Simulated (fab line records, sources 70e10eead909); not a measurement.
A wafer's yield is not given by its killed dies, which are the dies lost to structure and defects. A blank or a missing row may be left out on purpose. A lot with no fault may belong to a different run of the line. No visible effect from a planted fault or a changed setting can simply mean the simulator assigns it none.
Which tool was responsible? ; flow nand-harc ; 33 wafers from 11 lots sampled at 5 of the route's 1302 steps

## WHAT THE GAUGES SHOWED, per wafer
NHARC_END_SORT_01.
lot;measured;on;defect-limited-yield (%)
L409;day 30 02:14;prober-01;87.6 87.0 86.3

## WHAT TOOL EACH LOT RAN ON (gives the tool, then ch and the chambers of the sampled wafers, and finally the start)
lot;NHARC_A_M0_ANNEAL_30;NHARC_A_M0_DEP_32;NHARC_A_M1_ETCH_35;NHARC_A_M1_STRIP_18
L397;rtp-anneal-01 ch 0, day 23 18:52;pecvd-01 ch 0,1, day 23 19:52;rie-diel-04 ch 1,2, day 23 21:16;rie-diel-12 ch 0,1, day 23 21:35
L399;rtp-anneal-02 ch 0, day 24 00:47;pecvd-01 ch 0,1,2, day 24 01:50;rie-diel-04 ch 0,1, day 24 03:21;rie-diel-12 ch 0,2,3, day 24 03:38
L401;rtp-anneal-01 ch 0, day 24 22:02;pecvd-02 ch 0,1,2, day 24 23:01;rie-diel-04 ch 0,1,3, day 25 00:31;rie-diel-04 ch 0,2,3, day 25 00:49
L404;rtp-anneal-02 ch 0, day 26 23:18;pecvd-02 ch 0,1, day 27 00:19;rie-diel-04 ch 1,2, day 27 01:47;rie-diel-02 ch 1,3, day 27 02:05
L409;rtp-anneal-01 ch 0, day 28 12:18;pecvd-03 ch 0,1,2, day 28 13:19;rie-diel-04 ch 2,3, day 28 14:48;rie-diel-12 ch 0,1,3, day 28 15:05
L408;rtp-anneal-02 ch 0, day 28 21:10;pecvd-02 ch 0,2, day 28 22:05;rie-diel-04 ch 0,1,3, day 28 23:35;rie-diel-12 ch 0,2,3, day 28 23:52
L410;rtp-anneal-01 ch 0, day 29 05:38;pecvd-02 ch 0,1,2, day 29 06:36;rie-diel-02 ch 0,2,3, day 29 08:05;rie-diel-02 ch 1,2,3, day 29 08:25
L414;rtp-anneal-02 ch 0, day 30 15:11;pecvd-01 ch 0,2, day 30 16:03;rie-diel-02 ch 0,3, day 30 17:33;rie-diel-12 ch 0,1,3, day 30 17:50
L413;rtp-anneal-02 ch 0, day 30 19:34;pecvd-03 ch 0,1,2, day 30 20:32;rie-diel-02 ch 1,2,3, day 30 21:56;rie-diel-12 ch 0,1,3, day 30 22:14
L417;rtp-anneal-02 ch 0, day 31 14:46;pecvd-01 ch 0,1,2, day 31 15:46;rie-diel-04 ch 0,1,2, day 31 17:14;rie-diel-12 ch 0,1,2, day 31 17:31
L418;rtp-anneal-01 ch 0, day 32 11:50;pecvd-03 ch 0,1,2, day 32 12:52;rie-diel-02 ch 1,2,3, day 32 14:20;rie-diel-12 ch 0,3, day 32 14:38
- NHARC_A_M0_ANNEAL_30: time 90 s.
- NHARC_A_M0_DEP_32: deposits SiCN, target thk 30 nm.
- NHARC_A_M1_ETCH_35: etches the open film in N2/H2, target depth 40 nm, overetch 12 nm, time 43.94 s.
- NHARC_A_M1_STRIP_18: strips in N2/H2.

## THE ANSWER, worked out from the rows above alone
Rule: what is usual is taken from the lots themselves. The widest of any qualifying gaps counts: lots, ordered by their means at a reading, are off when they make up no more than a third of the lots, leave a main group of 4 or more, and stand apart from it by 3 or more times the standard deviation of that group's means. If all means in a main group match to the digits the tables above print for the reading, that group is not used. Also off: a lot with no number at a reading for which 4 or more lots have one. All remaining lots with rows at the step are treated as sound.
Across all readings shown, no lot is off: no conclusion can be drawn from this.

## WHAT THE SIMULATOR HAD PUT IN
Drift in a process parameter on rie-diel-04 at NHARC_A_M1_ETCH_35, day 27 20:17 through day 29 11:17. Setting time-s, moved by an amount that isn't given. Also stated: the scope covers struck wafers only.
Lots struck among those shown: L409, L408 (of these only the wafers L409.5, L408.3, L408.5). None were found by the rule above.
